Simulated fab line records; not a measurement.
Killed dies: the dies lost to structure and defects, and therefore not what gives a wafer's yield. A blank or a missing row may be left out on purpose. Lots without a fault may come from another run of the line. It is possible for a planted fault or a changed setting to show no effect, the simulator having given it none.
fab line records    flow n5Finfet
[record] lots = 5  wafers = 12  lastDay = 15
route steps=1938 shown WELL_APT@51 PMOS_HMC_CHANNEL_EPI@57 BEOL_M4@1111 PASSIVATION@1936
lots that met no fault: taken from a fault-free run of the same line
startH: start of the lot's first displayed wafer, in hours after the record's first day    waitH: time in hours since the lot's previous step    " same as the row above    L1.1+2: a row that stands for several wafers    - no value, or no start given    * or withheld: withheld    < > ~ a bound
route shown NAME@n: a module of which the file shows steps, and the number in the route of the first    usual: mean and standard deviation over wafers with no fault    same: alike in all rows    chamber/n: place in a boat    sites: per-site readings    _std_site: standard deviation of those values    _edge_site: outer sites' mean less inner sites'    radiusMm: how far each site lies from the wafer's centre    mask NAME#n: copy n    behind: the last tool/chamber to shape the wafer    hold: the reason the lot was held/the length of the hold in hours/how it ended    device: the n, p or np transistor that did not switch    end of line: tests of these same wafers at the route's end    a step given without rows: its recipe and nothing more    killed: count of dies lost to structure and defects at first sort (not the wafer's yield)    map: the dies of a wafer, with x for killed, . for not killed, _ for no die there
set.NAME: the setting the step ran with; set.NAME@STEP: the setting that earlier step ran with    model.NAME: the simulator's own value behind a step, which no gauge read
lots seen at some steps along the route; tables by step, rows by wafer
services: when a tool's chamber went out of use (startH, in hours from the record's first day, below 0 if earlier), for how many hours, and the reason
[[steps]]
[step N5_WELL_APT_OXIDE_STRIP_42]
[recipe] chemistry = dHF  dilution = 25:1  timeS = 45  tempC = 25  target = SiO2  targetDepthA = 120
[step N5_WELL_APT_PRECLEAN_36]
[recipe] chemistry = O3/DIW  timeS = 45  tempC = 22  o3Ppm = 10
[step N5_WELL_APT_PRECLEAN_39]
[recipe] chemistry = dHF  timeS = 60  dilution = 150:1  tempC = 25
[step N5_WELL_APT_SRD_37]
[recipe] dry = ipaMarangoni  doPpb = 5  timeS = 30  tempC = 23  rinseLiquid = diw
[step N5_WELL_APT_EPI_41]
[recipe] material = Si  targetThkA = 500  tempC = 650  precursor = SiH4/H2  pressureTorr = 20  timeS = 297.7
[step N5_PMOS_HMC_CHANNEL_EPI_HM_DEP_34]
[recipe] material = SiO2  targetThkA = 360  tempC = 400  precursor = TEOS/O2  pressureTorr = 6.5  rfW = 900  teosFlowSccm = 161.4  gas = O2  flowSccm = 2650  timeS = 6.9
[step N5_PMOS_HMC_CHANNEL_EPI_COAT_31]
[recipe] resist = BARC  tempC = 205  timeS = 60  spinRpm = 1500  resistThkNm = 66
[step N5_PMOS_HMC_CHANNEL_EPI_COAT_03]
[recipe] resist = CAR-ArF-block  spinRpm = 1500  resistThkNm = 205
[step N5_PMOS_HMC_CHANNEL_EPI_EBR_05]
[recipe] solvent = PGMEA  ebrWidthMm = 1.5
[step N5_PMOS_HMC_CHANNEL_EPI_SOFTBAKE_04]
[recipe] tempC = 110  timeS = 60  resist = CAR-ArF-block
[step N5_PMOS_HMC_CHANNEL_EPI_EXPOSE_06]
[recipe] maskId = PMOS_HMC_BLK  na = 1.35  sourceShape = conventional  sigmaOuter = 0.8  polarization = unpolarized  targetCdNm = 240  doseMj = 41
[step N5_PMOS_HMC_CHANNEL_EPI_PEB_07]
[recipe] pebTempC = 110  pebTimeS = 60  resist = CAR-ArF-block
[usual] heaterPowerTotalW = 175.3/1.7
lot.wafer  tool           chamber  startH  waitH  heaterPowerTotalW
L795.1     lithoTrack-02  0        35.27   0.1    173.9
L795.4     "              0        "       "      177.2
L795.5     "              0        "       "      175.0
L799.1     lithoTrack-02  0        59.04   0.1    175.3
L799.4     "              0        "       "      182.5
L800.1     lithoTrack-02  0        65.10   0.1    173.2
L800.4     "              0        "       "      186.3
L803.4     lithoTrack-02  0        83.65   0.0    186.4
L803.6     "              0        "       "      173.0
L806.1     lithoTrack-03  0        101.20  0.1    177.0
L806.2     "              0        "       "      174.2
L806.3     "              0        "       "      173.0
[step N5_PMOS_HMC_CHANNEL_EPI_DEVELOP_08]
[recipe] developTimeS = 30  developer = TMAH  resist = CAR-ArF-block  devTempC = 23  rinseLiquid = diw  dry = airSpin
[step N5_PMOS_HMC_CHANNEL_EPI_DESCUM_14]
[recipe] chemistry = O2  timeS = 7.9  sourcePowerW = 50  biasPowerW = 20  pressureMtorr = 20  rfFrequencyHz = 2.712e+07  tempC = 40  resist = CAR-ArF-block  o2FlowSccm = 225
[usual] drypumpMotorCurrentA = 5.9/0.47  oesProductAu = 0.79/0.089  rfVppV = 243.0/1.1  showerheadPlenumPTorr = 2.07/0.054  throttleValvePct = 20.30/0.28
[same] timeS = 7.9
lot.wafer  tool        chamber  startH  waitH  drypumpMotorCurrentA  oesProductAu  rfHoursCounterH  rfVppV  showerheadPlenumPTorr  throttleValvePct  model.PMOS_HMC_CHANNEL_EPI.cdNm
L795.1     rieDiel-01  1        35.42   0.0    5.7                   0.69          186              243.1   1.99                   20.41             237.1
L795.4     "           3        "       "      6.3                   0.80          -                241.6   2.00                   20.06             237.2
L795.5     "           0        "       "      6.0                   0.77          -                242.1   2.13                   20.61             237.5
L799.1     rieDiel-01  0        59.40   0.2    6.0                   0.76          116              243.0   2.12                   20.61             238.7
L799.4     "           3        "       "      6.3                   0.79          -                243.5   2.00                   20.08             234.5
L800.1     rieDiel-03  0        65.42   0.2    6.5                   0.73          201              241.7   2.06                   20.42             235.7
L800.4     "           2        "       "      5.2                   0.75          -                242.6   2.10                   20.58             234.5
L803.4     rieDiel-05  1        84.30   0.5    5.4                   0.87          -                244.5   2.12                   19.97             235.3
L803.6     "           0        "       "      6.4                   0.82          -                241.4   2.04                   20.49             238.6
L806.1     rieDiel-05  1        101.36  0.0    5.4                   0.88          29               243.2   2.11                   19.97             236.9
L806.2     "           2        "       "      5.7                   0.92          21               243.8   2.12                   19.87             237.9
L806.3     "           0        "       "      6.4                   0.81          77               242.4   2.03                   20.50             237.5
[step N5_PMOS_HMC_CHANNEL_EPI_ETCH_32]
[recipe] chemistry = N2/H2  target = BARC  stopOn = SiO2  targetDepthA = 858  overEtchFrac = 0.3  timeS = 50.3  ionEnergyEv = 200  maskMaterial = CAR-ArF-block  pressureMtorr = 30  sourceW = 840  biasW = 150  n2FlowSccm = 200  h2FlowSccm = 200
[step N5_PMOS_HMC_CHANNEL_EPI_HM_OPEN_15]
[recipe] chemistry = CHF3/O2  target = SiO2  maskMaterial = CAR-ArF-block  targetDepthA = 406  CHF3_flow_sccm = 50  O2_flow_sccm = 5  Ar_flow_sccm = 200  timeS = 20.3  pressureMtorr = 30  sourceW = 650  biasW = 170  ionEnergyEv = 200
[step N5_PMOS_HMC_CHANNEL_EPI_STRIP_33]
[recipe] chemistry = N2/H2  powerW = 500  tempC = 40  pressureMtorr = 50  rfFrequencyHz = 6e+07  overashFraction = 0.3  biasPowerW = 8  h2Frac = 0.5  n2FlowSccm = 300  h2FlowSccm = 300
[step N5_PMOS_HMC_CHANNEL_EPI_STRIP_17]
[recipe] chemistry = SPM  timeS = 750  tempC = 130  h2so4H2o2VolRatio = 4  dry = ipaMarangoni
[step N5_PMOS_HMC_CHANNEL_EPI_ETCH_38]
[recipe] chemistry = CF4  target = SiO2  targetDepthA = 15  ionEnergyEv = 350  pressureMtorr = 10  icpW = 800  biasW = 400  cf4FlowSccm = 80
[step N5_PMOS_HMC_CHANNEL_EPI_FIN_RECESS_16]
[recipe] chemistry = HBr/Cl2  target = Si  maskMaterial = SiO2  targetDepthA = 540  timeS = 18  pressureMtorr = 10  icpW = 800  biasW = 75  HBr_flow_sccm = 150  Cl2_flow_sccm = 80
[usual] drypumpMotorCurrentA = 5.7/0.47  oesProductAu = 1.008/0.019  throttleValvePct = 35.5/0.38
[same] timeS = 18
lot.wafer  tool      chamber  startH  waitH  drypumpMotorCurrentA  oesProductAu  rfHoursCounterH  throttleValvePct  model.PMOS_HMC_CHANNEL_EPI.cdNm
L795.1     rieSi-06  3        35.88   0.0    5.3                   0.969         187              35.4              238.8
L795.4     "         0        "       "      5.9                   1.010         7                35.6              239.2
L795.5     "         3        "       "      5.3                   0.957         -                35.4              238.4
L799.1     rieSi-01  0        60.10   0.0    6.6                   0.986         55               36.1              239.5
L799.4     "         3        "       "      5.4                   1.022         2                34.9              236
L800.1     rieSi-04  1        66.12   0.0    4.9                   1.015         170              35.9              237.7
L800.4     "         0        "       "      5.7                   1.008         87               35.3              236.1
L803.4     rieSi-01  0        84.95   0.0    6.6                   0.988         55               36.1              236.7
L803.6     "         0        "       "      6.6                   0.989         -                36.1              242.7
L806.1     rieSi-04  2        101.81  0.0    5.3                   1.016         106              35.5              238.1
L806.2     "         3        "       "      6.1                   0.975         8                35.4              239.5
L806.3     "         1        "       "      4.9                   1.018         170              35.9              241.2
[step N5_PMOS_HMC_CHANNEL_EPI_PRECLEAN_36]
[recipe] chemistry = O3/DIW  timeS = 45  tempC = 22  o3Ppm = 10
[step N5_BEOL_M4_RC_MEAS_101]
[usual] DIBL_N = 37.3/2.3  DIBL_P = 37.4/2.9  IOFF_N = 0.18/0.045  IOFF_P = 0.25/0.054  ION_N = 679/15  ION_P = 468/9.7  SS_N = 71.8/0.62  SS_P = 73.6/0.76  VT_N = 248/4.1  VT_P = -248/3.6
lot.wafer  tool       chamber  startH  waitH  DIBL_N[mV/V]  DIBL_P[mV/V]  IOFF_N[nA/um]  IOFF_P[nA/um]  ION_N[uA/um]  ION_P[uA/um]  SS_N[mV/dec]  SS_P[mV/dec]  VT_N[mV]  VT_P[mV]
L795.1     prober-01  0        189.07  0.0    31.8          30.7          0.08           0.13           643           443           70.8          71.7          259       -255
L795.4     "          0        "       "      36.7          38.2          0.16           0.24           678           472           72.2          72.8          252       -248
L795.5     "          0        "       "      34.5          35.6          0.13           0.18           667           467           71.2          72.9          251       -248
L799.1     prober-01  0        199.31  0.0    38.0          38.6          0.21           0.28           696           469           71.7          73.4          243       -244
L799.4     "          0        "       "      40.3          41.9          0.27           0.34           696           481           72.5          74.2          240       -243
L800.1     prober-02  0        215.84  0.0    36.0          34.1          0.14           0.21           672           467           71.5          73.0          252       -248
L800.4     "          0        "       "      38.3          37.0          0.19           0.28           689           479           72.2          74.0          242       -244
L803.4     prober-02  0        236.93  0.5    37.5          38.2          0.17           0.21           675           455           72.6          73.8          248       -253
L803.6     "          0        "       "      38.1          38.6          0.18           0.22           669           454           72.2          74.0          250       -252
L806.1     prober-01  0        241.89  0.0    39.3          41.0          0.21           0.29           693           479           72.9          74.2          247       -246
L806.2     "          0        "       "      39.4          41.4          0.20           0.29           695           476           72.3          74.6          247       -247
L806.3     "          0        "       "      36.3          36.9          0.14           0.21           662           460           72.1          73.8          253       -251
[step N5_PASSIVATION_PROBE_49]
[usual] defectLimitedYield = 91.3/1.5  killed_at_M0_to_M3 = 35/8.7  killed_at_M4_up = 14/5.5  killedAtContacts = 11/5.6  killedAtFrontEnd = 39/13  killedAtOther = 3.7/2.2  killedDies = 103/18  killedOpen = 69/14  killedShort = 33/7.8  sort_bin_5_function = 5.1/0.99  sort_bin_6_memory = 3.3/0.67  sort_bin_8_speed = 0.02/0.17  sortNPass = 1077/18  sortYieldPct = 91.2/1.5
[same] grossDies = 1180  killedAtBackSide = 0  sort_bin_4_leakage[%] = 0
lot.wafer  tool       chamber  startH  waitH  defectLimitedYield[%]  killed_at_M0_to_M3  killed_at_M4_up  killedAtContacts  killedAtFrontEnd  killedAtOther  killedDies  killedOpen  killedShort  sort_bin_5_function[%]  sort_bin_6_memory[%]  sort_bin_8_speed[%]  sortNPass  sortYieldPct[%]
L795.1     prober-01  -        281.86  0.0    90.5                   36                  13               8                 49                6              112         67          42           5.5                     3.8                   2.03                 1044       88.5
L795.4     prober-01  -        282.01  0.2    90.3                   38                  16               9                 49                2              114         77          36           4.9                     4.2                   0                    1066       90.3
L795.5     prober-01  -        282.06  0.2    90.8                   39                  11               7                 45                6              108         63          44           5.2                     3.6                   0                    1072       90.8
L799.1     prober-01  -        302.80  0.0    92.4                   24                  21               5                 36                4              90          59          28           4.6                     2.8                   0                    1090       92.4
L803.4     prober-02  -        350.57  0.2    91.1                   34                  15               19                33                4              105         79          26           6.0                     2.5                   0                    1075       91.1
L806.1     prober-02  -        350.78  0.0    90.2                   46                  7                7                 52                4              116         80          36           5.4                     4.0                   0                    1064       90.2
L806.2     prober-02  -        350.83  0.1    89.6                   50                  17               12                43                1              123         86          35           6.4                     3.7                   0                    1057       89.6
L806.3     prober-02  -        350.88  0.1    88.7                   47                  10               7                 68                1              133         91          40           6.4                     4.3                   0                    1047       88.7
// killed by level:class
L795.1 BEOL_M0_SAQP:geometricParticle:short=14 BEOL_M0_SAQP:geometricParticle:open=11 STI_FIN_REVEAL:geometricParticle:open=10 FIN_SAQP:geometricParticle:open=8 GATE_CUT:geometricParticle:short=6 DUMMY_GATE:geometricParticle:open=5 MOL_CONTACT_COAG:geometricParticle:open=5 GATE_CUT:geometricParticle:open=4
L795.4 STI_FIN_REVEAL:geometricParticle:open=15 BEOL_M0_SAQP:geometricParticle:short=10 GATE_CUT:geometricParticle:short=8 BEOL_M0_SAQP:geometricParticle:open=8 BEOL_M3:geometricParticle:open=8 MOL_CONTACT_COAG:geometricParticle:open=7 FIN_SAQP:geometricParticle:open=6 BEOL_M4:geometricParticle:open=6
L795.5 FIN_SAQP:geometricParticle:open=14 FIN_SAQP:geometricParticle:short=10 BEOL_M0_SAQP:geometricParticle:short=9 GATE_CUT:geometricParticle:short=7 BEOL_M0_SAQP:geometricParticle:open=7 BEOL_M3:geometricParticle:open=7 MOL_CONTACT_COAG:geometricParticle:open=6 STI_FIN_REVEAL:geometricParticle:open=5
L799.1 BEOL_M4:geometricParticle:open=8 DUMMY_GATE:geometricParticle:open=7 GATE_CUT:geometricParticle:short=6 BEOL_M0_SAQP:geometricParticle:short=6 BEOL_M0_SAQP:geometricParticle:open=6 FIN_SAQP:geometricParticle:open=5 BEOL_M1:geometricParticle:open=5 GATE_CUT:geometricParticle:open=4
L803.4 MOL_CONTACT_COAG:geometricParticle:open=16 FIN_SAQP:geometricParticle:open=14 BEOL_M2:geometricParticle:open=11 FIN_SAQP:geometricParticle:short=9 BEOL_M0_SAQP:geometricParticle:open=9 BEOL_M4:geometricParticle:open=9 BEOL_M3:geometricParticle:open=5 MOL_CONTACT_COAG:geometricParticle:short=3
L806.1 BEOL_M2:geometricParticle:open=18 BEOL_M3:geometricParticle:open=13 STI_FIN_REVEAL:geometricParticle:open=9 FIN_SAQP:geometricParticle:short=7 FIN_SAQP:geometricParticle:open=6 GATE_CUT:geometricParticle:short=6 BEOL_M0_SAQP:geometricParticle:open=5 DUMMY_GATE:geometricParticle:open=4
L806.2 BEOL_M0_SAQP:geometricParticle:open=14 BEOL_M3:geometricParticle:open=11 MOL_CONTACT_COAG:geometricParticle:open=10 FIN_SAQP:geometricParticle:open=7 FIN_SAQP:geometricParticle:short=7 STI_FIN_REVEAL:geometricParticle:open=6 BEOL_M0_SAQP:geometricParticle:short=6 BEOL_M2:geometricParticle:open=6
L806.3 BEOL_M2:geometricParticle:open=13 BEOL_M0_SAQP:geometricParticle:open=13 FIN_SAQP:geometricParticle:open=12 BEOL_M0_SAQP:geometricParticle:short=11 ILD0:geometricParticle:short=9 FIN_SAQP:geometricParticle:short=8 STI_FIN_REVEAL:geometricParticle:open=8 DUMMY_GATE:geometricParticle:open=8
[[services]]
tool        chamber  startH  hours  kind
rieDiel-05  2        21.66   3.6    repair
rieDiel-01  2        27.19   -      clean
rieDiel-01  2        27.19   -      consumableReplace:focusRing
rieDiel-01  2        27.19   34.1   scheduledDown
rieDiel-01  2        27.19   34.1   ventCycle
rieDiel-03  1        58.48   -      clean
rieDiel-03  1        58.48   -      consumableReplace:focusRing
rieDiel-03  1        58.48   21.5   scheduledDown
rieDiel-03  1        58.48   21.5   ventCycle
rieSi-06    -        75.98   0.6    repair
rieDiel-03  3        80.31   -      clean
rieDiel-03  3        80.31   -      consumableReplace:focusRing
rieDiel-03  3        80.31   15.6   scheduledDown
rieDiel-03  3        80.31   15.6   ventCycle
rieDiel-05  2        84.23   6.4    repair
rieDiel-05  3        98.65   -      clean
rieDiel-05  3        98.65   -      consumableReplace:focusRing
rieDiel-05  3        98.65   14.6   scheduledDown
rieDiel-05  3        98.65   14.6   ventCycle
[[key]]
[firstSign] step = N5_PMOS_HMC_CHANNEL_EPI_PEB_07  reading = heaterPowerTotalW  direction = up  sigmas = 5.8  usual = *  struck = *
effect none on later readings
[modelEffect] step = N5_PMOS_HMC_CHANNEL_EPI_DESCUM_14  value = PMOS_HMC_CHANNEL_EPI.cdNm  without = 237.9  struck = 234.8
[modelEffect] step = N5_PMOS_HMC_CHANNEL_EPI_FIN_RECESS_16  value = PMOS_HMC_CHANNEL_EPI.cdNm  without = 239.4  struck = 236.3
metAt N5_PMOS_HMC_CHANNEL_EPI_PEB_07
struckWafers L799.4,L800.4,L803.4
onsetBetween 35.27 59.04
[fault] kind = processParameterDrift  tool = lithoTrack-02  chamber = -  onsetH = 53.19  steps = N5_PMOS_HMC_CHANNEL_EPI_PEB_07  channel = pebTimeS  offset = *  shape = step  endH = 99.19  scope = struckWafersOnly  actsIn = *  stated = *
